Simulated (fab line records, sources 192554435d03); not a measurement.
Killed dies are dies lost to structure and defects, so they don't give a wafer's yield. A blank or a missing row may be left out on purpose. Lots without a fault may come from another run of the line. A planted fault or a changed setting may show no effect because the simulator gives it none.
Chamber matching | flow n5_finfet | N5_BEOL_M0_CO_CAP_123 on cvd_co-02: 3 sister chambers
The step material Co, precursor CCTBA/H2, target thk 2 nm, time 102.1 s. 6 wafers are shown with their chamber, then 12 later ones without.

WAFERS WITH THEIR CHAMBER
wafer  | chamber | heater_power_w (W)
L083.6 | 1       | 234
L084.1 | 0       | 205
L084.6 | 0       | 211
L087.1 | 2       | 235
L087.2 | 1       | 242
L087.5 | 2       | 241

WAFERS WITHOUT THEIR CHAMBER
wafer  | heater_power_w (W)
L088.1 | 249
L088.3 | 213
L088.6 | 233
L091.1 | 237
L091.2 | 242
L091.6 | 243
L093.1 | 236
L093.4 | 221
L093.6 | 247
L097.2 | 213
L097.3 | 241
L097.6 | 218

WHICH CHAMBER EACH WENT THROUGH
wafer  | from the rows above          | in truth
L088.1 | can't be placed: 1 or 2      | 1
L088.3 | 0                            | 0
L088.6 | can't be placed: 1 or 2      | 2
L091.1 | can't be placed: 1 or 2      | 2
L091.2 | can't be placed: 1 or 2      | 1
L091.6 | can't be placed: 1 or 2      | 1
L093.1 | can't be placed: 1 or 2      | 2
L093.4 | can't be placed: 0 or 1 or 2 | 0
L093.6 | can't be placed: 1 or 2      | 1
L097.2 | 0                            | 0
L097.3 | can't be placed: 1 or 2      | 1
L097.6 | 0                            | 0
Placed correctly: 3 of 12. Can't be placed from these rows: 9 (the true chamber is among the candidates in 9). Placed wrongly: 0.
How it was worked out, from the rows above alone: a wafer's distance from a chamber is the root of the sum, over the readings, of the square of ((its reading less the chamber's mean) divided by the reading's scatter). The wafer belongs to the nearest chamber; if the next one is less than 2 further off, it can't be placed. A chamber's mean is the mean of its shown wafers. The scatter: the root of (the sum of the squares of (reading less its chamber's mean) over the shown wafers, divided by (wafers less chambers)).
